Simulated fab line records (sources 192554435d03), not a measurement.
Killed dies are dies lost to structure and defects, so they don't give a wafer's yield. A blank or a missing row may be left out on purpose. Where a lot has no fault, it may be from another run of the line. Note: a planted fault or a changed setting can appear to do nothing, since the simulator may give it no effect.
Split-lot trial ; flow n5Finfet ; 21 wafers read from 7 lots, route of 1938 steps

## ABOUT THE SPLIT
At N5_MIM_TOP_ALD_01 (deposits HfO2, target thk 5.6 nm, pulse time 1 s, purge time 3 s), the setting aldCycles was moved away from the recipe's 62 on 8 of the 21 wafers read, by -16.1% to +11.3%. All remaining wafers had this setting at the recipe value.

The reading is taken at the split's own step.

## THE READING
HfO2_of_MIM_TOP_ALD_01.thkNm (the simulator's own value, which no gauge read), in nm, at N5_MIM_TOP_ALD_01 (deposits HfO2, target thk 5.6 nm, pulse time 1 s, purge time 3 s). There is no usual value for it anywhere in the file.

wafer;tool, chamber at the split;aldCycles as run;against the recipe;HfO2_of_MIM_TOP_ALD_01.thkNm, nm;against lot-mates on the recipe
L078.1;aldHk-03, 1;62;recipe;5.6;-
L078.3;aldHk-03, 3,0;55;-11.3%;5;-0.6
L078.5;aldHk-03, 3,0;55;-11.3%;5;-0.6
L081.1;aldHk-02, 2,1,0;62;recipe;5.6;-
L081.2;aldHk-02, 2,1,0;62;recipe;5.6;-
L081.5;aldHk-02, 2,1,0;62;recipe;5.6;-
L088.3;aldHk-02, 3,2,1;62;recipe;5.6;-
L088.5;aldHk-02, 3,2,1;62;recipe;5.6;-
L088.6;aldHk-02, 3,2,1;62;recipe;5.6;-
L093.3;aldHk-01, 1,1,0;62;recipe;5.6;-
L093.5;aldHk-01, 1,1,0;62;recipe;5.6;-
L093.6;aldHk-01, 1,1,0;62;recipe;5.6;-
L094.1;aldHk-02, 1;62;recipe;5.6;-
L094.2;aldHk-02, 3,0;69;+11.3%;6.2;+0.6
L094.6;aldHk-02, 3,0;69;+11.3%;6.2;+0.6
L096.1;aldHk-01, 3;58;-6.5%;5.2;-0.4
L096.6;aldHk-01, 3;58;-6.5%;5.2;-0.4
L096.2;aldHk-01, 1;62;recipe;5.6;-
L097.1;aldHk-02, 1;62;recipe;5.6;-
L097.2;aldHk-02, 3;52;-16.1%;4.8;-0.8
L097.5;aldHk-02, 1;52;-16.1%;4.6;-1.0
Rows listing several chambers each stand for several wafers; the file does not say which wafer went through which chamber.

FIT RESULTS
A straight line over all 21 wafers: HfO2_of_MIM_TOP_ALD_01.thkNm changes by +0.0548 nm for each +1% of aldCycles; r = +1.00; the points scatter about the line by 0.037 nm.
The same after taking each lot's own level away (the mean of its wafers on the recipe; 21 wafers): +0.0548 nm for each +1%; r = +1.00; scatter 0.037 nm.
The reading moves by 0.88 nm for the largest change in aldCycles, on that fit.
The lots' own levels span 5.60 to 5.60 nm.
Hence the lot-to-lot level has little effect on the slope; both slopes agree.
Check: with one of the wafers moved furthest among these (-16.1%) left out of the fit, the line predicts -0.918 nm for it against its lot-mates. It came out at -0.8 nm against them.

## OTHER SPLITS ON THESE WAFERS
Other splits were also applied to these wafers ahead of the reading. Each is held against what the fit with the lots' levels taken away leaves over:
other split on the same wafers;wafers away from the commonest value;r with HfO2_of_MIM_TOP_ALD_01.thkNm (lot level and that fit taken away)
N5_BEOL_M13_EXPOSE_07 doseMj;6;+0.16
N5_BEOL_M15_COAT_04 spinRpm;7;-0.22

## THE FILE'S OWN FIT
HfO2_of_MIM_TOP_ALD_01.thkNm changes by +0.055 nm for each +1% of aldCycles, r = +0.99.
